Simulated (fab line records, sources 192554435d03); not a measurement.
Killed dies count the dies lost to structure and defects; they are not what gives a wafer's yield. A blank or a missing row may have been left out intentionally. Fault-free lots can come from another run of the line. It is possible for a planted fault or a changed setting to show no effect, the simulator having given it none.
Which tool did it? || flow n5 finfet || 11 lots with 33 wafers sampled at 4 steps, on a route of 1938 steps

## WHAT EACH GAUGE READ, for each wafer
No reading from a measuring or inspecting step in the record can be judged against a usual standard deviation.

## WHAT TOOL EACH LOT RAN ON (gives the tool, then ch and the chambers of the sampled wafers, and finally the start)
{"lot": "L834", "N5_HKMG_FIN_STRIP_90": "rie diel-02 ch 2,3, day 4 05:11", "N5_GATE_CUT_ETCHBACK_00": "rie metal-03 ch 0,1, day 4 07:11", "N5_GATE_CUT_ETCH_56": "rie metal-03 ch 0,1, day 4 07:18", "N5_GATE_CUT_PECVD_57": "pecvd-02 ch 0,1,2, day 4 09:58"}
{"lot": "L835", "N5_HKMG_FIN_STRIP_90": "rie diel-02 ch 1,2,3, day 4 14:47", "N5_GATE_CUT_ETCHBACK_00": "rie metal-03 ch 0,1, day 4 16:45", "N5_GATE_CUT_ETCH_56": "rie metal-03 ch 0,1, day 4 16:52", "N5_GATE_CUT_PECVD_57": "pecvd-02 ch 1,2, day 4 20:17"}
{"lot": "L836", "N5_HKMG_FIN_STRIP_90": "rie diel-02 ch 0,1,2, day 5 03:10", "N5_GATE_CUT_ETCHBACK_00": "rie metal-02 ch 1, day 5 05:15", "N5_GATE_CUT_ETCH_56": "rie metal-02 ch 1, day 5 05:29", "N5_GATE_CUT_PECVD_57": "pecvd-02 ch 0,1, day 5 10:08"}
{"lot": "L837", "N5_HKMG_FIN_STRIP_90": "rie diel-03 ch 2,3, day 5 13:00", "N5_GATE_CUT_ETCHBACK_00": "rie metal-02 ch 0,1, day 5 15:01", "N5_GATE_CUT_ETCH_56": "rie metal-02 ch 0,1, day 5 15:07", "N5_GATE_CUT_PECVD_57": "pecvd-02 ch 0,2, day 5 17:52"}
{"lot": "L839", "N5_HKMG_FIN_STRIP_90": "rie diel-04 ch 0,1,3, day 5 15:40", "N5_GATE_CUT_ETCHBACK_00": "rie metal-02 ch 0,1, day 5 17:41", "N5_GATE_CUT_ETCH_56": "rie metal-02 ch 0,1, day 5 17:47", "N5_GATE_CUT_PECVD_57": "pecvd-03 ch 0,2, day 5 20:53"}
{"lot": "L840", "N5_HKMG_FIN_STRIP_90": "rie diel-03 ch 1,3, day 5 23:18", "N5_GATE_CUT_ETCHBACK_00": "rie metal-02 ch 0,1, day 6 01:18", "N5_GATE_CUT_ETCH_56": "rie metal-02 ch 0,1, day 6 01:25", "N5_GATE_CUT_PECVD_57": "pecvd-02 ch 0,1, day 6 04:04"}
{"lot": "L841", "N5_HKMG_FIN_STRIP_90": "rie diel-02 ch 1,2, day 6 03:13", "N5_GATE_CUT_ETCHBACK_00": "rie metal-02 ch 0,1, day 6 05:11", "N5_GATE_CUT_ETCH_56": "rie metal-02 ch 0,1, day 6 05:18", "N5_GATE_CUT_PECVD_57": "pecvd-01 ch 0,1, day 6 07:59"}
{"lot": "L848", "N5_HKMG_FIN_STRIP_90": "rie diel-03 ch 0,1,2, day 8 01:55", "N5_GATE_CUT_ETCHBACK_00": "rie metal-02 ch 0,1, day 8 03:58", "N5_GATE_CUT_ETCH_56": "rie metal-02 ch 0,1, day 8 04:05", "N5_GATE_CUT_PECVD_57": "pecvd-03 ch 0,1,2, day 8 06:49"}
{"lot": "L855", "N5_HKMG_FIN_STRIP_90": "rie diel-04 ch 0,2,3, day 9 13:07", "N5_GATE_CUT_ETCHBACK_00": "rie metal-03 ch 0,1, day 9 15:04", "N5_GATE_CUT_ETCH_56": "rie metal-03 ch 0,1, day 9 15:11", "N5_GATE_CUT_PECVD_57": "pecvd-02 ch 1,2, day 9 18:05"}
{"lot": "L857", "N5_HKMG_FIN_STRIP_90": "rie diel-03 ch 0,3, day 9 21:59", "N5_GATE_CUT_ETCHBACK_00": "rie metal-01 ch 0,1, day 9 23:57", "N5_GATE_CUT_ETCH_56": "rie metal-01 ch 0,1, day 10 00:04", "N5_GATE_CUT_PECVD_57": "pecvd-03 ch 0,1, day 10 02:54"}
{"lot": "L856", "N5_HKMG_FIN_STRIP_90": "rie diel-03 ch 1,3, day 10 00:13", "N5_GATE_CUT_ETCHBACK_00": "rie metal-03 ch 0,1, day 10 02:10", "N5_GATE_CUT_ETCH_56": "rie metal-03 ch 0,1, day 10 02:17", "N5_GATE_CUT_PECVD_57": "pecvd-01 ch 1,2, day 10 05:14"}
- N5_HKMG_FIN_STRIP_90: strips SOC in N2/H2, time 20 s.
- N5_GATE_CUT_ETCHBACK_00: etches W in SF6/Cl2.
- N5_GATE_CUT_ETCH_56: etches TiN in Cl2/Ar, target depth 21.6 nm.
- N5_GATE_CUT_PECVD_57: deposits SiNx from SiH4/NH3/N2, target thk 21 nm.

## AS READ BY THE TOOLS THEMSELVES (means over the sampled wafers that have a number; for cases with no such wafer, the mark the record gives instead)
N5_HKMG_FIN_STRIP_90. Usual: drypump motor current A 5.7 A, standard deviation 0.44; oes product au 0.77 a.u., standard deviation 0.085; rf vpp V 54.2 V, standard deviation 0.78; showerhead plenum p Torr 3.36 Torr, standard deviation 0.12; throttle valve pct 19.0 %, standard deviation 0.4.
{"lot": "L834", "tool": "rie diel-02", "drypump motor current A (A)": 5.5, "oes product au (a.u.)": 0.76, "rf vpp V (V)": 53.7, "showerhead plenum p Torr (Torr)": 3.41, "throttle valve pct (%)": 19.3, "flag": ""}
{"lot": "L835", "tool": "rie diel-02", "drypump motor current A (A)": 5.7, "oes product au (a.u.)": 0.74, "rf vpp V (V)": 54.5, "showerhead plenum p Torr (Torr)": 3.45, "throttle valve pct (%)": 19.3, "flag": ""}
{"lot": "L836", "tool": "rie diel-02", "drypump motor current A (A)": 5.6, "oes product au (a.u.)": 0.72, "rf vpp V (V)": 55.0, "showerhead plenum p Torr (Torr)": 3.39, "throttle valve pct (%)": 19.2, "flag": ""}
{"lot": "L837", "tool": "rie diel-03", "drypump motor current A (A)": 5.6, "oes product au (a.u.)": 0.76, "rf vpp V (V)": 54.3, "showerhead plenum p Torr (Torr)": 3.24, "throttle valve pct (%)": 19.0, "flag": ""}
{"lot": "L839", "tool": "rie diel-04", "drypump motor current A (A)": 6.5, "oes product au (a.u.)": 0.77, "rf vpp V (V)": 54.4, "showerhead plenum p Torr (Torr)": 3.31, "throttle valve pct (%)": 18.9, "flag": ""}
{"lot": "L840", "tool": "rie diel-03", "drypump motor current A (A)": 5.4, "oes product au (a.u.)": 0.82, "rf vpp V (V)": 54.4, "showerhead plenum p Torr (Torr)": 3.34, "throttle valve pct (%)": 18.7, "flag": ""}
{"lot": "L841", "tool": "rie diel-02", "drypump motor current A (A)": 5.9, "oes product au (a.u.)": 0.71, "rf vpp V (V)": 55.3, "showerhead plenum p Torr (Torr)": 3.48, "throttle valve pct (%)": 19.4, "flag": ""}
{"lot": "L848", "tool": "rie diel-03", "drypump motor current A (A)": 5.4, "oes product au (a.u.)": 0.80, "rf vpp V (V)": 54.3, "showerhead plenum p Torr (Torr)": 3.38, "throttle valve pct (%)": 19.0, "flag": ""}
{"lot": "L855", "tool": "rie diel-04", "drypump motor current A (A)": 6.2, "oes product au (a.u.)": 0.82, "rf vpp V (V)": 54.2, "showerhead plenum p Torr (Torr)": 3.40, "throttle valve pct (%)": 18.9, "flag": ""}
{"lot": "L857", "tool": "rie diel-03", "drypump motor current A (A)": 5.7, "oes product au (a.u.)": 0.88, "rf vpp V (V)": 54.1, "showerhead plenum p Torr (Torr)": 3.49, "throttle valve pct (%)": 19.1, "flag": ""}
{"lot": "L856", "tool": "rie diel-03", "drypump motor current A (A)": 5.6, "oes product au (a.u.)": 0.91, "rf vpp V (V)": 54.6, "showerhead plenum p Torr (Torr)": 3.51, "throttle valve pct (%)": 18.7, "flag": ""}

N5_GATE_CUT_ETCHBACK_00. Usual: drypump motor current A 5.9 A, standard deviation 0.43; mfc cl2 sccm 59.98 sccm, standard deviation 0.19; oes product au 0.74 a.u., standard deviation 0.11; throttle valve pct 27.6 %, standard deviation 0.3.
{"lot": "L834", "tool": "rie metal-03", "drypump motor current A (A)": 5.5, "mfc cl2 sccm (sccm)": 59.81, "oes product au (a.u.)": 0.77, "throttle valve pct (%)": 28.0, "flag": ""}
{"lot": "L835", "tool": "rie metal-03", "drypump motor current A (A)": 5.5, "mfc cl2 sccm (sccm)": 59.92, "oes product au (a.u.)": 0.73, "throttle valve pct (%)": 27.8, "flag": ""}
{"lot": "L836", "tool": "rie metal-02", "drypump motor current A (A)": 6.4, "mfc cl2 sccm (sccm)": 59.90, "oes product au (a.u.)": 0.65, "throttle valve pct (%)": 27.3, "flag": ""}
{"lot": "L837", "tool": "rie metal-02", "drypump motor current A (A)": 6.4, "mfc cl2 sccm (sccm)": 60.16, "oes product au (a.u.)": 0.75, "throttle valve pct (%)": 27.4, "flag": ""}
{"lot": "L839", "tool": "rie metal-02", "drypump motor current A (A)": 6.4, "mfc cl2 sccm (sccm)": 59.79, "oes product au (a.u.)": 0.76, "throttle valve pct (%)": 27.4, "flag": ""}
{"lot": "L840", "tool": "rie metal-02", "drypump motor current A (A)": 6.4, "mfc cl2 sccm (sccm)": 59.73, "oes product au (a.u.)": 0.74, "throttle valve pct (%)": 27.4, "flag": ""}
{"lot": "L841", "tool": "rie metal-02", "drypump motor current A (A)": 6.3, "mfc cl2 sccm (sccm)": 60.23, "oes product au (a.u.)": 0.84, "throttle valve pct (%)": 27.5, "flag": ""}
{"lot": "L848", "tool": "rie metal-02", "drypump motor current A (A)": 6.3, "mfc cl2 sccm (sccm)": 60.04, "oes product au (a.u.)": 0.81, "throttle valve pct (%)": 27.5, "flag": ""}
{"lot": "L855", "tool": "rie metal-03", "drypump motor current A (A)": 5.5, "mfc cl2 sccm (sccm)": 60.11, "oes product au (a.u.)": 0.73, "throttle valve pct (%)": 28.0, "flag": ""}
{"lot": "L857", "tool": "rie metal-01", "drypump motor current A (A)": 5.5, "mfc cl2 sccm (sccm)": 59.81, "oes product au (a.u.)": 0.68, "throttle valve pct (%)": 27.4, "flag": ""}
{"lot": "L856", "tool": "rie metal-03", "drypump motor current A (A)": 5.5, "mfc cl2 sccm (sccm)": 60.00, "oes product au (a.u.)": 0.73, "throttle valve pct (%)": 28.0, "flag": ""}

N5_GATE_CUT_ETCH_56. Usual: drypump motor current A 5.9 A, standard deviation 0.43; mfc cl2 sccm 39.99 sccm, standard deviation 0.14; oes product au 0.74 a.u., standard deviation 0.11; throttle valve pct 20.89 %, standard deviation 0.19.
{"lot": "L834", "tool": "rie metal-03", "drypump motor current A (A)": 5.5, "mfc cl2 sccm (sccm)": 39.84, "oes product au (a.u.)": 0.77, "throttle valve pct (%)": 21.11, "flag": ""}
{"lot": "L835", "tool": "rie metal-03", "drypump motor current A (A)": 5.6, "mfc cl2 sccm (sccm)": 40.04, "oes product au (a.u.)": 0.73, "throttle valve pct (%)": 20.99, "flag": ""}
{"lot": "L836", "tool": "rie metal-02", "drypump motor current A (A)": 6.4, "mfc cl2 sccm (sccm)": 40.05, "oes product au (a.u.)": 0.64, "throttle valve pct (%)": 20.67, "flag": ""}
{"lot": "L837", "tool": "rie metal-02", "drypump motor current A (A)": 6.4, "mfc cl2 sccm (sccm)": 39.98, "oes product au (a.u.)": 0.75, "throttle valve pct (%)": 20.74, "flag": ""}
{"lot": "L839", "tool": "rie metal-02", "drypump motor current A (A)": 6.4, "mfc cl2 sccm (sccm)": 40.12, "oes product au (a.u.)": 0.75, "throttle valve pct (%)": 20.74, "flag": ""}
{"lot": "L840", "tool": "rie metal-02", "drypump motor current A (A)": 6.4, "mfc cl2 sccm (sccm)": 39.94, "oes product au (a.u.)": 0.74, "throttle valve pct (%)": 20.74, "flag": ""}
{"lot": "L841", "tool": "rie metal-02", "drypump motor current A (A)": 6.3, "mfc cl2 sccm (sccm)": 39.94, "oes product au (a.u.)": 0.83, "throttle valve pct (%)": 20.80, "flag": ""}
{"lot": "L848", "tool": "rie metal-02", "drypump motor current A (A)": 6.4, "mfc cl2 sccm (sccm)": 40.04, "oes product au (a.u.)": 0.91, "throttle valve pct (%)": 20.69, "flag": ""}
{"lot": "L855", "tool": "rie metal-03", "drypump motor current A (A)": 5.5, "mfc cl2 sccm (sccm)": 39.88, "oes product au (a.u.)": 0.73, "throttle valve pct (%)": 21.14, "flag": ""}
{"lot": "L857", "tool": "rie metal-01", "drypump motor current A (A)": 5.4, "mfc cl2 sccm (sccm)": 39.96, "oes product au (a.u.)": 0.67, "throttle valve pct (%)": 20.81, "flag": ""}
{"lot": "L856", "tool": "rie metal-03", "drypump motor current A (A)": 5.5, "mfc cl2 sccm (sccm)": 40.02, "oes product au (a.u.)": 0.73, "throttle valve pct (%)": 21.14, "flag": ""}

N5_GATE_CUT_PECVD_57. Usual: heater power w 773 W, standard deviation 90; showerhead plenum p Torr 5.17 Torr, standard deviation 0.062; throttle valve pct 38.6 %, standard deviation 1.7.
{"lot": "L834", "tool": "pecvd-02", "heater power w (W)": 757, "showerhead plenum p Torr (Torr)": 5.14, "throttle valve pct (%)": 38.0, "flag": ""}
{"lot": "L835", "tool": "pecvd-02", "heater power w (W)": 834, "showerhead plenum p Torr (Torr)": 5.15, "throttle valve pct (%)": 37.6, "flag": ""}
{"lot": "L836", "tool": "pecvd-02", "heater power w (W)": 750, "showerhead plenum p Torr (Torr)": 5.14, "throttle valve pct (%)": 38.0, "flag": ""}
{"lot": "L837", "tool": "pecvd-02", "heater power w (W)": 723, "showerhead plenum p Torr (Torr)": 5.13, "throttle valve pct (%)": 38.4, "flag": ""}
{"lot": "L839", "tool": "pecvd-03", "heater power w (W)": 749, "showerhead plenum p Torr (Torr)": 5.16, "throttle valve pct (%)": 38.7, "flag": ""}
{"lot": "L840", "tool": "pecvd-02", "heater power w (W)": 734, "showerhead plenum p Torr (Torr)": 5.14, "throttle valve pct (%)": 38.3, "flag": ""}
{"lot": "L841", "tool": "pecvd-01", "heater power w (W)": 800, "showerhead plenum p Torr (Torr)": 5.20, "throttle valve pct (%)": 39.1, "flag": ""}
{"lot": "L848", "tool": "pecvd-03", "heater power w (W)": 738, "showerhead plenum p Torr (Torr)": 5.15, "throttle valve pct (%)": 40.2, "flag": ""}
{"lot": "L855", "tool": "pecvd-02", "heater power w (W)": 790, "showerhead plenum p Torr (Torr)": 5.16, "throttle valve pct (%)": 37.9, "flag": ""}
{"lot": "L857", "tool": "pecvd-03", "heater power w (W)": 679, "showerhead plenum p Torr (Torr)": 5.09, "throttle valve pct (%)": 41.1, "flag": ""}
{"lot": "L856", "tool": "pecvd-01", "heater power w (W)": 754, "showerhead plenum p Torr (Torr)": 5.25, "throttle valve pct (%)": 37.0, "flag": ""}

## THE ANSWER, worked out from the rows above alone
Rule: a lot is off if the mean of its wafers that have a number lies more than 3 standard deviations from the usual mean. Also off: a lot with no number at a reading for which 4 or more lots have one. All remaining lots with rows at the step are treated as sound. Order of review: gauges by route order, followed by the tools' own readings, for which a lot's mean as printed above is used. The first step at which some lot is off is used, and at that step the reading that is off furthest; a lot without a number counts as furthest.
None of the lots is off at any reading shown; this tells nothing.

## WHAT HAD BEEN PUT IN BY THE SIMULATOR
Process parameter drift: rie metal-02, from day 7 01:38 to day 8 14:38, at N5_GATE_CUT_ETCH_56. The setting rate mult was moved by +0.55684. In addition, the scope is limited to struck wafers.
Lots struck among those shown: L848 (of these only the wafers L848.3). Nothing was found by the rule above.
